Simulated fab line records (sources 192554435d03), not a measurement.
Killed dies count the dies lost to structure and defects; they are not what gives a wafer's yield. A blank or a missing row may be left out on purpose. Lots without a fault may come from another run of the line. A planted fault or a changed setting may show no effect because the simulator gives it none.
fab line records / flow n5_finfet / part 2 of 2: steps 24 to 32 of 32
record: lots: 5 wafers: 15 last_day: 17
route steps=1938 shown BEOL_M14@1738
lots with no fault: from the same line, run without faults
start_h: the number of hours between the record's first day and the start of the first shown wafer of the lot / wait_h: time in hours since the lot's previous step / " the same as in the row above / L1.1+2: several wafers, shown together as one row / - value missing, or start not given / * or withheld: withheld / < > ~ a bound
route shown NAME@n: NAME is a module with steps in the file, n the number in the route of the first one / usual: mean/standard deviation of fault-free wafers / same: alike in all rows / chamber/n: place in a boat / sites: readings site by site / _std_site: how widely they spread, as a standard deviation / _edge_site: mean of outer sites minus mean of inner sites / radius_mm: for every site, how far away it sits from the centre of the wafer / mask NAME#n: copy n / behind: tool/chamber where the wafer was last shaped / hold: the reason the lot was held/the length of the hold in hours/how it ended / device: which transistor (n, p or np) failed to switch / end of line: the tests these same wafers got at the end of their route / a step with no rows: only its recipe / killed: not the wafer's yield, but the dies lost to structure and defects at the first sort / map: a wafer's dies, x killed, . not, _ none there
set.NAME: the run value of the setting; set.NAME@STEP: its run value at that earlier step / model.NAME: the simulator's own value behind a step, which no gauge read
certain route steps with their lots: each step a table, each wafer a row
services: a tool's chamber out of use, with start hour (start_h, from the record's first day; less than 0 if before it), hours out, and reason
== steps ==
step: N5_BEOL_M14_PRE_CLEAN_42
recipe: gas: H2/He time_s: 30 temp_c: 300
usual: heater_power_w: 453/46
same: time_s: 30
lot.wafer=L076.1 tool=pvd_sputter-03 chamber=- start_h=253.03 wait_h=0.0 heater_power_w=510
lot.wafer=L076.3 tool=pvd_sputter-03 chamber=- start_h=253.03 wait_h=0.0 heater_power_w=420
lot.wafer=L076.5 tool=pvd_sputter-03 chamber=- start_h=253.03 wait_h=0.0 heater_power_w=421
lot.wafer=L081.1 tool=pvd_sputter-01 chamber=- start_h=315.88 wait_h=0.0 heater_power_w=441
lot.wafer=L081.3 tool=pvd_sputter-01 chamber=- start_h=315.88 wait_h=0.0 heater_power_w=440
lot.wafer=L081.5 tool=pvd_sputter-01 chamber=- start_h=315.88 wait_h=0.0 heater_power_w=443
lot.wafer=L088.3 tool=pvd_sputter-03 chamber=- start_h=355.11 wait_h=0.0 heater_power_w=478
lot.wafer=L088.4 tool=pvd_sputter-03 chamber=- start_h=355.11 wait_h=0.0 heater_power_w=410
lot.wafer=L088.5 tool=pvd_sputter-03 chamber=- start_h=355.11 wait_h=0.0 heater_power_w=474
lot.wafer=L093.2 tool=pvd_sputter-03 chamber=- start_h=368.36 wait_h=0.0 heater_power_w=507
lot.wafer=L093.4 tool=pvd_sputter-03 chamber=- start_h=368.36 wait_h=0.0 heater_power_w=357
lot.wafer=L093.6 tool=pvd_sputter-03 chamber=- start_h=368.36 wait_h=0.0 heater_power_w=376
lot.wafer=L092.2 tool=pvd_sputter-01 chamber=- start_h=378.67 wait_h=0.0 heater_power_w=434
lot.wafer=L092.4 tool=pvd_sputter-01 chamber=- start_h=378.67 wait_h=0.0 heater_power_w=541
lot.wafer=L092.5 tool=pvd_sputter-01 chamber=- start_h=378.67 wait_h=0.0 heater_power_w=447
step: N5_BEOL_M14_SPUTTER_43
recipe: material: TaN target_thk_a: 150 temp_c: 50 bias_v: 168.6 power_w: 15000 chamber_pressure_pa: 0.12 time_s: 24.19
usual: throttle_valve_pct: 29.6/0.99
same: time_s: 24.19
lot.wafer=L076.1 tool=pvd_sputter-03 chamber=- start_h=253.07 wait_h=0.0 throttle_valve_pct=29.4
lot.wafer=L076.3 tool=pvd_sputter-03 chamber=- start_h=253.07 wait_h=0.0 throttle_valve_pct=29.2
lot.wafer=L076.5 tool=pvd_sputter-03 chamber=- start_h=253.07 wait_h=0.0 throttle_valve_pct=29.3
lot.wafer=L081.1 tool=pvd_sputter-01 chamber=- start_h=315.92 wait_h=0.0 throttle_valve_pct=29.7
lot.wafer=L081.3 tool=pvd_sputter-01 chamber=- start_h=315.92 wait_h=0.0 throttle_valve_pct=31.6
lot.wafer=L081.5 tool=pvd_sputter-01 chamber=- start_h=315.92 wait_h=0.0 throttle_valve_pct=31.5
lot.wafer=L088.3 tool=pvd_sputter-03 chamber=- start_h=355.15 wait_h=0.0 throttle_valve_pct=29.3
lot.wafer=L088.4 tool=pvd_sputter-03 chamber=- start_h=355.15 wait_h=0.0 throttle_valve_pct=29.1
lot.wafer=L088.5 tool=pvd_sputter-03 chamber=- start_h=355.15 wait_h=0.0 throttle_valve_pct=29.4
lot.wafer=L093.2 tool=pvd_sputter-03 chamber=- start_h=368.40 wait_h=0.0 throttle_valve_pct=29.6
lot.wafer=L093.4 tool=pvd_sputter-03 chamber=- start_h=368.40 wait_h=0.0 throttle_valve_pct=28.9
lot.wafer=L093.6 tool=pvd_sputter-03 chamber=- start_h=368.40 wait_h=0.0 throttle_valve_pct=28.8
lot.wafer=L092.2 tool=pvd_sputter-01 chamber=- start_h=378.71 wait_h=0.0 throttle_valve_pct=29.9
lot.wafer=L092.4 tool=pvd_sputter-01 chamber=- start_h=378.71 wait_h=0.0 throttle_valve_pct=30.8
lot.wafer=L092.5 tool=pvd_sputter-01 chamber=- start_h=378.71 wait_h=0.0 throttle_valve_pct=31.4
step: N5_BEOL_M14_SPUTTER_44
recipe: material: Ta target_thk_a: 150 temp_c: 50 bias_v: 80 power_w: 15000 chamber_pressure_pa: 0.07 time_s: 24.19
usual: throttle_valve_pct: 29.6/0.98
same: time_s: 24.19
lot.wafer=L076.1 tool=pvd_sputter-03 chamber=- start_h=253.15 wait_h=0.0 throttle_valve_pct=29.7
lot.wafer=L076.3 tool=pvd_sputter-03 chamber=- start_h=253.15 wait_h=0.0 throttle_valve_pct=29.6
lot.wafer=L076.5 tool=pvd_sputter-03 chamber=- start_h=253.15 wait_h=0.0 throttle_valve_pct=29.5
lot.wafer=L081.1 tool=pvd_sputter-01 chamber=- start_h=316.00 wait_h=0.0 throttle_valve_pct=29.8
lot.wafer=L081.3 tool=pvd_sputter-01 chamber=- start_h=316.00 wait_h=0.0 throttle_valve_pct=31.5
lot.wafer=L081.5 tool=pvd_sputter-01 chamber=- start_h=316.00 wait_h=0.0 throttle_valve_pct=31.6
lot.wafer=L088.3 tool=pvd_sputter-03 chamber=- start_h=355.23 wait_h=0.0 throttle_valve_pct=29.3
lot.wafer=L088.4 tool=pvd_sputter-03 chamber=- start_h=355.23 wait_h=0.0 throttle_valve_pct=29.3
lot.wafer=L088.5 tool=pvd_sputter-03 chamber=- start_h=355.23 wait_h=0.0 throttle_valve_pct=29.5
lot.wafer=L093.2 tool=pvd_sputter-03 chamber=- start_h=368.48 wait_h=0.0 throttle_valve_pct=29.7
lot.wafer=L093.4 tool=pvd_sputter-03 chamber=- start_h=368.48 wait_h=0.0 throttle_valve_pct=29.0
lot.wafer=L093.6 tool=pvd_sputter-03 chamber=- start_h=368.48 wait_h=0.0 throttle_valve_pct=28.9
lot.wafer=L092.2 tool=pvd_sputter-01 chamber=- start_h=378.79 wait_h=0.0 throttle_valve_pct=30.0
lot.wafer=L092.4 tool=pvd_sputter-01 chamber=- start_h=378.79 wait_h=0.0 throttle_valve_pct=30.8
lot.wafer=L092.5 tool=pvd_sputter-01 chamber=- start_h=378.79 wait_h=0.0 throttle_valve_pct=31.6
step: N5_BEOL_M14_SPUTTER_45
recipe: material: Cu target_thk_a: 1000 temp_c: -20 bias_v: 60 power_w: 26000 chamber_pressure_pa: 0.13 time_s: 16.67
usual: chuck_sensor_temp_C: -15.8/0.46 throttle_valve_pct: 29.6/0.97
same: time_s: 16.67
lot.wafer=L076.1 tool=pvd_sputter-03 chamber=- start_h=253.23 wait_h=0.0 chuck_sensor_temp_C=-16.1 throttle_valve_pct=29.4
lot.wafer=L076.3 tool=pvd_sputter-03 chamber=- start_h=253.23 wait_h=0.0 chuck_sensor_temp_C=-15.6 throttle_valve_pct=28.9
lot.wafer=L076.5 tool=pvd_sputter-03 chamber=- start_h=253.23 wait_h=0.0 chuck_sensor_temp_C=-15.7 throttle_valve_pct=29.3
lot.wafer=L081.1 tool=pvd_sputter-01 chamber=- start_h=316.08 wait_h=0.0 chuck_sensor_temp_C=-15.4 throttle_valve_pct=29.7
lot.wafer=L081.3 tool=pvd_sputter-01 chamber=- start_h=316.08 wait_h=0.0 chuck_sensor_temp_C=-15.4 throttle_valve_pct=31.4
lot.wafer=L081.5 tool=pvd_sputter-01 chamber=- start_h=316.08 wait_h=0.0 chuck_sensor_temp_C=-15.5 throttle_valve_pct=31.6
lot.wafer=L088.3 tool=pvd_sputter-03 chamber=- start_h=355.31 wait_h=0.0 chuck_sensor_temp_C=-15.9 throttle_valve_pct=29.4
lot.wafer=L088.4 tool=pvd_sputter-03 chamber=- start_h=355.31 wait_h=0.0 chuck_sensor_temp_C=-15.8 throttle_valve_pct=29.4
lot.wafer=L088.5 tool=pvd_sputter-03 chamber=- start_h=355.31 wait_h=0.0 chuck_sensor_temp_C=-15.9 throttle_valve_pct=29.4
lot.wafer=L093.2 tool=pvd_sputter-03 chamber=- start_h=368.56 wait_h=0.0 chuck_sensor_temp_C=-16.2 throttle_valve_pct=29.4
lot.wafer=L093.4 tool=pvd_sputter-03 chamber=- start_h=368.56 wait_h=0.0 chuck_sensor_temp_C=-16.6 throttle_valve_pct=28.8
lot.wafer=L093.6 tool=pvd_sputter-03 chamber=- start_h=368.56 wait_h=0.0 chuck_sensor_temp_C=-16.4 throttle_valve_pct=28.7
lot.wafer=L092.2 tool=pvd_sputter-01 chamber=- start_h=378.87 wait_h=0.0 chuck_sensor_temp_C=-15.2 throttle_valve_pct=29.8
lot.wafer=L092.4 tool=pvd_sputter-01 chamber=- start_h=378.87 wait_h=0.0 chuck_sensor_temp_C=-15.7 throttle_valve_pct=30.5
lot.wafer=L092.5 tool=pvd_sputter-01 chamber=- start_h=378.87 wait_h=0.0 chuck_sensor_temp_C=-15.3 throttle_valve_pct=31.6
step: N5_BEOL_M14_ECD_47
recipe: material: Cu target_thk_a: 12480
lot.wafer=L076.1+3+5 tool=ecd_cu-02 chamber=1,0,1 start_h=253.35 wait_h=0.1
lot.wafer=L081.1+3+5 tool=ecd_cu-02 chamber=0 start_h=316.20 wait_h=0.1
lot.wafer=L088.3+4+5 tool=ecd_cu-01 chamber=0,1,1 start_h=355.48 wait_h=0.1
lot.wafer=L093.2+4+6 tool=ecd_cu-02 chamber=1,1,0 start_h=368.68 wait_h=0.1
lot.wafer=L092.2+4+5 tool=ecd_cu-02 chamber=1,0,1 start_h=378.98 wait_h=0.1
step: N5_BEOL_M14_ANNEAL_48
recipe: temp_c: 225 time_s: 90 ambient: N2
usual: anneal_temp_c_max: 226.4/0.33 wafer_temp_C_max: 225.83/0.21
same: time_s: 90
lot.wafer=L076.1 tool=rtp_anneal-02 chamber=0 start_h=253.54 wait_h=0.1 anneal_temp_c_max=226.2 wafer_temp_C_max=225.87
lot.wafer=L076.3 tool=rtp_anneal-02 chamber=0 start_h=253.54 wait_h=0.1 anneal_temp_c_max=226.8 wafer_temp_C_max=225.97
lot.wafer=L076.5 tool=rtp_anneal-02 chamber=0 start_h=253.54 wait_h=0.1 anneal_temp_c_max=226.1 wafer_temp_C_max=226.25
lot.wafer=L081.1 tool=rtp_anneal-02 chamber=0 start_h=316.39 wait_h=0.1 anneal_temp_c_max=226.1 wafer_temp_C_max=225.57
lot.wafer=L081.3 tool=rtp_anneal-02 chamber=0 start_h=316.39 wait_h=0.1 anneal_temp_c_max=225.9 wafer_temp_C_max=225.48
lot.wafer=L081.5 tool=rtp_anneal-02 chamber=0 start_h=316.39 wait_h=0.1 anneal_temp_c_max=226.1 wafer_temp_C_max=225.84
lot.wafer=L088.3 tool=rtp_anneal-02 chamber=0 start_h=355.71 wait_h=0.2 anneal_temp_c_max=227.1 wafer_temp_C_max=225.67
lot.wafer=L088.4 tool=rtp_anneal-02 chamber=0 start_h=355.71 wait_h=0.2 anneal_temp_c_max=226.5 wafer_temp_C_max=226.32
lot.wafer=L088.5 tool=rtp_anneal-02 chamber=0 start_h=355.71 wait_h=0.2 anneal_temp_c_max=227.8 wafer_temp_C_max=225.99
lot.wafer=L093.2 tool=rtp_anneal-01 chamber=0 start_h=369.23 wait_h=0.5 anneal_temp_c_max=226.2 wafer_temp_C_max=225.99
lot.wafer=L093.4 tool=rtp_anneal-01 chamber=0 start_h=369.23 wait_h=0.5 anneal_temp_c_max=226.3 wafer_temp_C_max=226.05
lot.wafer=L093.6 tool=rtp_anneal-01 chamber=0 start_h=369.23 wait_h=0.5 anneal_temp_c_max=226.4 wafer_temp_C_max=226.02
lot.wafer=L092.2 tool=rtp_anneal-02 chamber=0 start_h=379.22 wait_h=0.2 anneal_temp_c_max=226.4 wafer_temp_C_max=225.76
lot.wafer=L092.4 tool=rtp_anneal-02 chamber=0 start_h=379.22 wait_h=0.2 anneal_temp_c_max=226.4 wafer_temp_C_max=225.95
lot.wafer=L092.5 tool=rtp_anneal-02 chamber=0 start_h=379.22 wait_h=0.2 anneal_temp_c_max=226.7 wafer_temp_C_max=225.62
step: N5_BEOL_M14_CMP_49
recipe: stop_on: SiO2 t_overpolish_s: 5.2 down_force_psi: 2 platen_rpm: 80 clearing_platen_down_force_psi: 2 clearing_platen_rpm: 80 post_cmp_clean: cu_alkaline target_thk_nm: 560 clearing_platen_pad_velocity_m_s: 1.5917 pad_velocity_m_s: 1.5917
usual: barrier_field_endpoint_s: 11.40/0.28 motor_current_A: 8.2/0.81 overpolish_run_s: 5.200/0.0099 pad_life_wafers: 866/670 time_to_endpoint_s: 123/4
same: t_overpolish_s: 5.2
lot.wafer=L076.1 tool=cmp-04 chamber=2 start_h=254.11 wait_h=0.5 barrier_field_endpoint_s=11.16 motor_current_A=7.9 overpolish_run_s=5.210 pad_life_wafers=174 time_to_endpoint_s=123
lot.wafer=L076.3 tool=cmp-04 chamber=3 start_h=254.11 wait_h=0.5 barrier_field_endpoint_s=11.09 motor_current_A=7.8 overpolish_run_s=5.208 pad_life_wafers=175 time_to_endpoint_s=125
lot.wafer=L076.5 tool=cmp-04 chamber=3 start_h=254.11 wait_h=0.5 barrier_field_endpoint_s=11.12 motor_current_A=8.1 overpolish_run_s=5.215 pad_life_wafers=- time_to_endpoint_s=122
lot.wafer=L081.1 tool=cmp-04 chamber=3 start_h=316.69 wait_h=0.3 barrier_field_endpoint_s=11.63 motor_current_A=8.2 overpolish_run_s=5.203 pad_life_wafers=702 time_to_endpoint_s=129
lot.wafer=L081.3 tool=cmp-04 chamber=1 start_h=316.69 wait_h=0.3 barrier_field_endpoint_s=11.65 motor_current_A=9.4 overpolish_run_s=5.189 pad_life_wafers=704 time_to_endpoint_s=130
lot.wafer=L081.5 tool=cmp-04 chamber=0 start_h=316.69 wait_h=0.3 barrier_field_endpoint_s=11.20 motor_current_A=8.0 overpolish_run_s=5.213 pad_life_wafers=- time_to_endpoint_s=116
lot.wafer=L088.3 tool=cmp-04 chamber=1 start_h=355.92 wait_h=0.2 barrier_field_endpoint_s=11.78 motor_current_A=9.3 overpolish_run_s=5.206 pad_life_wafers=984 time_to_endpoint_s=131
lot.wafer=L088.4 tool=cmp-04 chamber=3 start_h=355.92 wait_h=0.2 barrier_field_endpoint_s=11.56 motor_current_A=8.8 overpolish_run_s=5.197 pad_life_wafers=986 time_to_endpoint_s=128
lot.wafer=L088.5 tool=cmp-04 chamber=1 start_h=355.92 wait_h=0.2 barrier_field_endpoint_s=11.66 motor_current_A=8.8 overpolish_run_s=5.189 pad_life_wafers=- time_to_endpoint_s=128
lot.wafer=L093.2 tool=cmp-03 chamber=1 start_h=369.49 wait_h=0.2 barrier_field_endpoint_s=11.86 motor_current_A=8.4 overpolish_run_s=5.197 pad_life_wafers=1296 time_to_endpoint_s=123
lot.wafer=L093.4 tool=cmp-03 chamber=0 start_h=369.49 wait_h=0.2 barrier_field_endpoint_s=11.78 motor_current_A=8.8 overpolish_run_s=5.207 pad_life_wafers=1299 time_to_endpoint_s=123
lot.wafer=L093.6 tool=cmp-03 chamber=2 start_h=369.49 wait_h=0.2 barrier_field_endpoint_s=11.28 motor_current_A=9.5 overpolish_run_s=5.219 pad_life_wafers=- time_to_endpoint_s=113
lot.wafer=L092.4 tool=cmp-04 chamber=0 start_h=379.47 wait_h=0.1 barrier_field_endpoint_s=10.81 motor_current_A=8.3 overpolish_run_s=5.215 pad_life_wafers=1170 time_to_endpoint_s=116
lot.wafer=L092.2 tool=cmp-04 chamber=3 start_h=379.47 wait_h=0.1 barrier_field_endpoint_s=11.32 motor_current_A=8.2 overpolish_run_s=5.200 pad_life_wafers=1173 time_to_endpoint_s=120
lot.wafer=L092.5 tool=cmp-04 chamber=1 start_h=379.47 wait_h=0.1 barrier_field_endpoint_s=11.25 motor_current_A=9.0 overpolish_run_s=5.187 pad_life_wafers=- time_to_endpoint_s=125
step: N5_BEOL_M14_THK_MEAS_50
recipe: thk_meas_gauge: xrf reads: Cu_of_BEOL_M14_ECD_47
usual: M14_THK: 563/15
lot.wafer=L076.1 tool=film_metro-02 chamber=- start_h=254.40 wait_h=- M14_THK[nm]=571
lot.wafer=L076.3 tool=film_metro-02 chamber=- start_h=254.40 wait_h=- M14_THK[nm]=553
lot.wafer=L076.5 tool=film_metro-02 chamber=- start_h=254.40 wait_h=- M14_THK[nm]=582
lot.wafer=L081.1 tool=film_metro-01 chamber=- start_h=316.98 wait_h=- M14_THK[nm]=570
lot.wafer=L081.3 tool=film_metro-01 chamber=- start_h=316.98 wait_h=- M14_THK[nm]=546
lot.wafer=L081.5 tool=film_metro-01 chamber=- start_h=316.98 wait_h=- M14_THK[nm]=540
lot.wafer=L088.3 tool=film_metro-01 chamber=- start_h=356.21 wait_h=- M14_THK[nm]=573
lot.wafer=L088.4 tool=film_metro-01 chamber=- start_h=356.21 wait_h=- M14_THK[nm]=548
lot.wafer=L088.5 tool=film_metro-01 chamber=- start_h=356.21 wait_h=- M14_THK[nm]=569
lot.wafer=L093.2 tool=film_metro-02 chamber=- start_h=369.78 wait_h=- M14_THK[nm]=561
lot.wafer=L093.4 tool=film_metro-02 chamber=- start_h=369.78 wait_h=- M14_THK[nm]=540
lot.wafer=L093.6 tool=film_metro-02 chamber=- start_h=369.78 wait_h=- M14_THK[nm]=563
lot.wafer=L092.2 tool=film_metro-01 chamber=- start_h=379.77 wait_h=- M14_THK[nm]=561
lot.wafer=L092.4 tool=film_metro-01 chamber=- start_h=379.77 wait_h=- M14_THK[nm]=589
lot.wafer=L092.5 tool=film_metro-01 chamber=- start_h=379.77 wait_h=- M14_THK[nm]=552
step: N5_BEOL_M14_PRE_CLEAN_52
recipe: gas: NH3 time_s: 15 temp_c: withheld rf_power_w: 300
usual: rf_fwd_power_W: 295.0/1.6
same: time_s: 15
lot.wafer=L076.1 tool=pecvd-03 chamber=0 start_h=254.44 wait_h=0.0 rf_fwd_power_W=295.4
lot.wafer=L076.3 tool=pecvd-03 chamber=2 start_h=254.44 wait_h=0.0 rf_fwd_power_W=295.3
lot.wafer=L076.5 tool=pecvd-03 chamber=0 start_h=254.44 wait_h=0.0 rf_fwd_power_W=294.5
lot.wafer=L081.1 tool=pecvd-02 chamber=0 start_h=317.02 wait_h=0.0 rf_fwd_power_W=293.7
lot.wafer=L081.3 tool=pecvd-02 chamber=1 start_h=317.02 wait_h=0.0 rf_fwd_power_W=292.8
lot.wafer=L081.5 tool=pecvd-02 chamber=2 start_h=317.02 wait_h=0.0 rf_fwd_power_W=292.6
lot.wafer=L088.3 tool=pecvd-02 chamber=2 start_h=356.25 wait_h=0.0 rf_fwd_power_W=292.8
lot.wafer=L088.4 tool=pecvd-02 chamber=0 start_h=356.25 wait_h=0.0 rf_fwd_power_W=294.0
lot.wafer=L088.5 tool=pecvd-02 chamber=2 start_h=356.25 wait_h=0.0 rf_fwd_power_W=294.7
lot.wafer=L093.2 tool=pecvd-02 chamber=1 start_h=369.82 wait_h=0.0 rf_fwd_power_W=294.4
lot.wafer=L093.4 tool=pecvd-02 chamber=1 start_h=369.82 wait_h=0.0 rf_fwd_power_W=294.7
lot.wafer=L093.6 tool=pecvd-02 chamber=1 start_h=369.82 wait_h=0.0 rf_fwd_power_W=294.2
lot.wafer=L092.2 tool=pecvd-03 chamber=0 start_h=379.80 wait_h=0.0 rf_fwd_power_W=294.0
lot.wafer=L092.4 tool=pecvd-03 chamber=0 start_h=379.80 wait_h=0.0 rf_fwd_power_W=294.6
lot.wafer=L092.5 tool=pecvd-03 chamber=1 start_h=379.80 wait_h=0.0 rf_fwd_power_W=293.9
== services ==
tool=krf_scanner-02 chamber=- start_h=228.86 hours=1.0 kind=pm
tool=cmp-04 chamber=- start_h=229.91 hours=4.0 kind=pm
tool=rie_diel-06 chamber=1 start_h=236.41 hours=28.9 kind=repair
tool=rie_diel-01 chamber=- start_h=239.89 hours=2.8 kind=pm
tool=krf_scanner-01 chamber=- start_h=263.35 hours=1.0 kind=pm
tool=pecvd-03 chamber=2 start_h=264.37 hours=6.0 kind=repair
tool=krf_scanner-02 chamber=- start_h=268.57 hours=0.2 kind=repair
tool=rie_diel-06 chamber=- start_h=275.56 hours=1.1 kind=repair
tool=ecd_cu-01 chamber=- start_h=278.08 hours=1.7 kind=repair
tool=cmp-04 chamber=- start_h=283.62 hours=0.9 kind=repair
tool=krf_scanner-01 chamber=- start_h=292.07 hours=0.8 kind=pm
tool=rie_diel-06 chamber=2 start_h=292.86 hours=4.8 kind=repair
tool=pvd_sputter-01 chamber=- start_h=302.73 hours=1.0 kind=repair
tool=rie_diel-02 chamber=1 start_h=313.80 hours=7.5 kind=repair
tool=rie_diel-02 chamber=0 start_h=323.72 hours=4.4 kind=repair
tool=krf_scanner-01 chamber=- start_h=324.16 hours=1.3 kind=pm
tool=cmp-04 chamber=- start_h=326.14 hours=6.4 kind=repair
tool=rie_diel-01 chamber=2 start_h=327.50 hours=8.7 kind=repair
tool=krf_scanner-01 chamber=- start_h=328.22 hours=8.8 kind=repair
tool=rie_diel-02 chamber=0 start_h=340.03 hours=5.2 kind=repair
tool=rie_diel-02 chamber=2 start_h=346.42 hours=8.7 kind=repair
tool=cmp-04 chamber=- start_h=349.08 hours=1.0 kind=repair
tool=wet_bench-06 chamber=- start_h=363.39 hours=2.1 kind=repair
tool=pvd_sputter-03 chamber=- start_h=372.82 hours=2.8 kind=repair
